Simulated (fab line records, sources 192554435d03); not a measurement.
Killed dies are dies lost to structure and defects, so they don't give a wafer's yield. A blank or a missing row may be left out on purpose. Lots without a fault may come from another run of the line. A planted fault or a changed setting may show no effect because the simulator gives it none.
Which tool did it? | flow n5_finfet | 11 lots, 32 wafers sampled, at 5 steps of a route of 1938

WHAT THE GAUGES READ, wafer by wafer
N5_BEOL_M8_OVL_MEAS_29.
lot  | measured     | on         | V7_OVL (nm)
L867 | day 9 22:09  | overlay-01 | -0.2 -1.4 -0.2
L869 | day 9 21:58  | overlay-01 | 0.4 -0.2 -0.8
L870 | day 10 17:58 | overlay-02 | 8.3 7.8 8.4
L873 | day 11 09:41 | overlay-01 | 7.9 7.8 8.2
L875 | day 12 03:53 | overlay-02 | -1.2 -0.4
L876 | day 12 04:00 | overlay-02 | -0.8 -1.1 0.1
L879 | day 13 05:49 | overlay-01 | -0.2 0.0 -0.5
L880 | day 13 05:51 | overlay-02 | 0.2 0.8 -0.5
L881 | day 13 05:43 | overlay-01 | 0.0 -0.4 -0.1
L882 | day 13 23:51 | overlay-01 | -0.3 0.8 0.5
L883 | day 15 20:32 | overlay-02 | -0.7 -0.9 -0.7

WHICH TOOL RAN EACH LOT (tool, then ch and the chambers of the sampled wafers, then the start)
lot  | N5_BEOL_M8_HM_DEP_02         | N5_BEOL_M8_ETCH_62                 | N5_BEOL_M8_STRIP_67                | N5_BEOL_M8_EXPOSE_25
L867 | pvd_sputter-01, day 9 18:25  | rie_diel-01 ch 1,2, day 9 19:20    | rie_diel-01 ch 1,2, day 9 19:29    | euv_scanner-02 ch 0, day 9 21:59
L869 | pvd_sputter-01, day 9 18:56  | rie_diel-04 ch 0,1,2, day 9 19:31  | rie_diel-04 ch 0,1,2, day 9 19:39  | euv_scanner-01 ch 0, day 9 21:47
L870 | pvd_sputter-02, day 10 16:28 | rie_diel-02 ch 0,2,3, day 10 17:09 | rie_diel-02 ch 0,2,3, day 10 17:18 | euv_scanner-02 ch 0, day 10 17:49
L873 | pvd_sputter-01, day 11 05:21 | rie_diel-04 ch 0,1,2, day 11 05:55 | rie_diel-04 ch 0,1,2, day 11 06:03 | euv_scanner-02 ch 0, day 11 09:32
L875 | pvd_sputter-02, day 12 02:02 | rie_diel-01 ch 0,2, day 12 02:47   | rie_diel-01 ch 0,2, day 12 02:52   | euv_scanner-01 ch 0, day 12 03:44
L876 | pvd_sputter-02, day 12 02:08 | rie_diel-04 ch 0,1, day 12 03:17   | rie_diel-04 ch 0,1, day 12 03:26   | euv_scanner-01 ch 0, day 12 03:50
L879 | pvd_sputter-02, day 13 01:17 | rie_diel-04 ch 1,2,3, day 13 02:49 | rie_diel-04 ch 1,2,3, day 13 02:58 | euv_scanner-01 ch 0, day 13 05:38
L880 | pvd_sputter-03, day 13 01:18 | rie_diel-02 ch 0,2,3, day 13 03:10 | rie_diel-02 ch 0,2,3, day 13 03:18 | euv_scanner-01 ch 0, day 13 05:41
L881 | pvd_sputter-02, day 13 01:29 | rie_diel-04 ch 0,2, day 13 03:21   | rie_diel-04 ch 0,2, day 13 03:29   | euv_scanner-01 ch 0, day 13 05:33
L882 | pvd_sputter-01, day 13 21:44 | rie_diel-01 ch 0,1, day 13 22:45   | rie_diel-01 ch 0,1, day 13 22:53   | euv_scanner-01 ch 0, day 13 23:41
L883 | pvd_sputter-03, day 15 19:07 | rie_diel-02 ch 0,1,2, day 15 19:41 | rie_diel-02 ch 0,1,2, day 15 19:50 | euv_scanner-01 ch 0, day 15 20:22
- N5_BEOL_M8_HM_DEP_02: deposits TiN, target thk 20 nm.
- N5_BEOL_M8_ETCH_62: etches SOC in N2/H2, target depth 110 nm, overetch 22 nm, time 165 s.
- N5_BEOL_M8_STRIP_67: strips in CF4.
- N5_BEOL_M8_EXPOSE_25: exposes mask V7, target cd 40 nm.

WHAT THE TOOLS THEMSELVES READ (means of the sampled wafers that have a number; where no wafer has one, the mark that the record gives instead)
N5_BEOL_M8_HM_DEP_02.
lot  | tool           | throttle_valve_pct (%)
L867 | pvd_sputter-01 | 29.6
L869 | pvd_sputter-01 | 31.2
L870 | pvd_sputter-02 | 29.2
L873 | pvd_sputter-01 | 30.4
L875 | pvd_sputter-02 | 29.6
L876 | pvd_sputter-02 | 29.4
L879 | pvd_sputter-02 | 29.3
L880 | pvd_sputter-03 | 29.6
L881 | pvd_sputter-02 | 29.6
L882 | pvd_sputter-01 | 30.4
L883 | pvd_sputter-03 | 29.5

N5_BEOL_M8_ETCH_62.
lot  | tool        | drypump_motor_current_A (A) | oes_product_au (a.u.) | rf_vpp_V (V) | showerhead_plenum_p_Torr (Torr) | throttle_valve_pct (%)
L867 | rie_diel-01 | 5.8                         | 0.67                  | 522.0        | 2.50                            | 18.06
L869 | rie_diel-04 | 5.6                         | 0.64                  | 524.1        | 2.55                            | 17.82
L870 | rie_diel-02 | 6.0                         | 0.65                  | 524.5        | 2.58                            | 17.83
L873 | rie_diel-04 | 5.6                         | 0.63                  | 524.4        | 2.54                            | 17.83
L875 | rie_diel-01 | 5.8                         | 0.62                  | 520.1        | 2.44                            | 18.00
L876 | rie_diel-04 | 5.5                         | 0.64                  | 523.3        | 2.54                            | 17.98
L879 | rie_diel-04 | 5.7                         | 0.69                  | 524.3        | 2.56                            | 17.79
L880 | rie_diel-02 | 6.0                         | 0.63                  | 525.1        | 2.57                            | 17.87
L881 | rie_diel-04 | 5.8                         | 0.62                  | 524.3        | 2.53                            | 17.73
L882 | rie_diel-01 | 6.0                         | 0.62                  | 521.9        | 2.47                            | 17.97
L883 | rie_diel-02 | 6.2                         | 0.63                  | 524.6        | 2.56                            | 17.97

N5_BEOL_M8_STRIP_67.
lot  | tool        | bias_power_w (W) | drypump_motor_current_A (A) | oes_product_au (a.u.) | rf_vpp_V (V) | showerhead_plenum_p_Torr (Torr) | throttle_valve_pct (%)
L867 | rie_diel-01 | 74.97            | 5.8                         | 0.79                  | 270.8        | 1.75                            | 13.65
L869 | rie_diel-04 | 75.09            | 5.6                         | 0.76                  | 271.5        | 1.79                            | 13.52
L870 | rie_diel-02 | 75.04            | 6.0                         | 0.77                  | 271.2        | 1.82                            | 13.70
L873 | rie_diel-04 | 74.94            | 5.6                         | 0.75                  | 270.5        | 1.78                            | 13.55
L875 | rie_diel-01 | 75.12            | 5.8                         | 0.73                  | 269.0        | 1.71                            | 13.59
L876 | rie_diel-04 | 74.94            | 5.5                         | 0.75                  | 272.0        | 1.78                            | 13.67
L879 | rie_diel-04 | 74.86            | 5.7                         | 0.81                  | 271.8        | 1.81                            | 13.58
L880 | rie_diel-02 | 75.06            | 6.0                         | 0.75                  | 271.8        | 1.82                            | 13.74
L881 | rie_diel-04 | 74.81            | 5.7                         | 0.73                  | 271.8        | 1.78                            | 13.47
L882 | rie_diel-01 | 74.80            | 6.0                         | 0.74                  | 270.1        | 1.74                            | 13.64
L883 | rie_diel-02 | 74.96            | 6.2                         | 0.74                  | 270.6        | 1.80                            | 13.84

THE ANSWER, worked out from the rows above alone
Rule: what is usual is taken from the lots themselves. Put in order of their means at a reading, lots are off if they are a third of the lots or fewer, leave a main group of 4 or more, and stand apart from it by a gap of 3 or more times the standard deviation of the main group's means; of several such gaps the widest counts. A main group whose means are all the same, to the digits that the tables above print for the reading, isn't used. A lot without any number at a reading at which 4 lots or more have one is off too. The other lots that the step has rows for count as sound. The gauges are gone through in route order, then the tools' own readings, and for those a lot's mean is taken as printed above. The first step at which some lot is off is used, and at that step the reading that is off furthest; a lot without a number counts as furthest.
Off: L870, L873, at N5_BEOL_M8_OVL_MEAS_29 (V7_OVL). The main group: mean -0.3 nm, standard deviation 0.38.
A tool fits if, at a process step before that reading, it ran every lot that is off, and no sound lot after the first of them. The gauges at N5_BEOL_M8_OVL_MEAS_29 are tried like those tools. One fits: euv_scanner-02 at N5_BEOL_M8_EXPOSE_25. Its last sound lot is L867 (day 9 21:59), its first lot that is off L870 (day 10 17:49): a fault that began between those two fits.

WHAT THE SIMULATOR HAD PUT IN
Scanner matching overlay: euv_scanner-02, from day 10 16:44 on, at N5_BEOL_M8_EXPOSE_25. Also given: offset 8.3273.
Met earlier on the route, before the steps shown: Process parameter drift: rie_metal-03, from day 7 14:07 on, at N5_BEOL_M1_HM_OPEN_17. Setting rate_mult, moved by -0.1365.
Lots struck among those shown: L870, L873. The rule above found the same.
